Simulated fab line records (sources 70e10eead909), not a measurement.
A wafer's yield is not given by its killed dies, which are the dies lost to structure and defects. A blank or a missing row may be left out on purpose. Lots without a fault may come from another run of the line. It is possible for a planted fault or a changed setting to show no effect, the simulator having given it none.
Chamber matching    flow nand-harc    NHARC_A_CHANNEL_HOLE_D1_ETCH_44 on rie-diel-06: 4 sister chambers
The step etches the open film in CF4/O2, target depth 140 nm, overetch 14 nm, time 77 s. 4 wafers are shown with their chamber, then 7 later ones without.

## EACH WAFER AND ITS CHAMBER
wafer   chamber  drypump-motor-current-A (A)
L998.5  0        6.3
L998.6  1        6.0
L999.1  3        5.3
L999.2  2        6.0

## WAFERS WITHOUT THEIR CHAMBER
wafer   drypump-motor-current-A (A)
L999.4  6.2
L108.1  5.3
L108.4  6.0
L108.6  6.0
L110.2  6.0
L110.3  5.3
L110.5  6.0

## WHICH CHAMBER EACH ONE RAN IN
wafer   from the rows above      in truth
L999.4  0                        0
L108.1  3                        3
L108.4  can't be placed: 1 or 2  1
L108.6  can't be placed: 1 or 2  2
L110.2  can't be placed: 1 or 2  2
L110.3  3                        3
L110.5  can't be placed: 1 or 2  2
Correct placement for 3 of the 7. These rows do not allow placing 4 (true chamber among the candidates in 4). Number placed wrongly: 0.
How it was worked out, from the rows above alone: a wafer's distance from a chamber is the root of the sum, over the readings, of the square of ((its reading less the chamber's mean) divided by the reading's scatter). If the next closest chamber is less than 2 further off than the closest, the wafer can't be placed; otherwise it belongs to the closest. Each chamber's mean is taken over the wafers shown for it. The scatter (one wafer shown for each chamber): square how far every hidden wafer sits from the nearest shown wafer, average those squares and take the square root.
